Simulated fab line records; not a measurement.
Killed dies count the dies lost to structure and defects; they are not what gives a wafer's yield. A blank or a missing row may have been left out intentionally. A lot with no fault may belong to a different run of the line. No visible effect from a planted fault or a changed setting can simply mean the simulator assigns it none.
What tool caused it? :: flow nand_harc :: 6 lots, 18 wafers sampled, at 2 steps of a route of 1302

WHAT EACH GAUGE READ, for each wafer
NHARC_A_BLC_CD_MEAS_19.
lot: L721
measured: day 23 04:58
on: cd_sem-01
cd_nm (nm): 102.7 99.7 96.2

lot: L723
measured: day 25 18:01
on: cd_sem-01
cd_nm (nm): 102.1 99.8 98.3

lot: L727
measured: day 25 20:59
on: cd_sem-03
cd_nm (nm): 102.3 101.8 101.0

lot: L731
measured: day 27 22:11
on: cd_sem-03
cd_nm (nm): 100.6 97.6 96.9

lot: L741
measured: day 31 22:14
on: cd_sem-01
cd_nm (nm): 100.8 99.2 102.1

lot: L742
measured: day 32 02:04
on: cd_sem-03
cd_nm (nm): 98.1 95.0 97.6

WHAT TOOL EACH LOT RAN ON (gives the tool, then ch and the chambers of the sampled wafers, and finally the start)
lot: L721
NHARC_A_CONTACT_ETCH_139: har_cap_etch-01 ch 0,1, day 22 23:59

lot: L723
NHARC_A_CONTACT_ETCH_139: har_cap_etch-02 ch 0,1, day 25 13:12

lot: L727
NHARC_A_CONTACT_ETCH_139: har_cap_etch-01 ch 0, day 25 16:10

lot: L731
NHARC_A_CONTACT_ETCH_139: har_cap_etch-01 ch 0,1, day 27 17:17

lot: L741
NHARC_A_CONTACT_ETCH_139: har_cap_etch-03 ch 0,1, day 31 16:49

lot: L742
NHARC_A_CONTACT_ETCH_139: har_cap_etch-01 ch 0,1, day 31 21:04
- NHARC_A_CONTACT_ETCH_139: etches the open film in C4F8/O2/Ar, time 195 s, target depth 840 nm.

THE ANSWER, worked out from the rows above alone
Rule: the lots themselves supply what counts as usual. Put in order of their means at a reading, lots are off if they are a third of the lots or fewer, leave a main group of 4 or more, and stand apart from it by a gap of 3 or more times the standard deviation of the main group's means; of several such gaps the widest counts. The tables above print the reading to a certain number of digits; a main group whose means all agree to those digits is not used. A lot without any number at a reading at which 4 lots or more have one is off too. All remaining lots with rows at the step are treated as sound.
No lot is off on any of the readings shown, so nothing can be concluded from this.

WHAT THE SIMULATOR HAD INSERTED
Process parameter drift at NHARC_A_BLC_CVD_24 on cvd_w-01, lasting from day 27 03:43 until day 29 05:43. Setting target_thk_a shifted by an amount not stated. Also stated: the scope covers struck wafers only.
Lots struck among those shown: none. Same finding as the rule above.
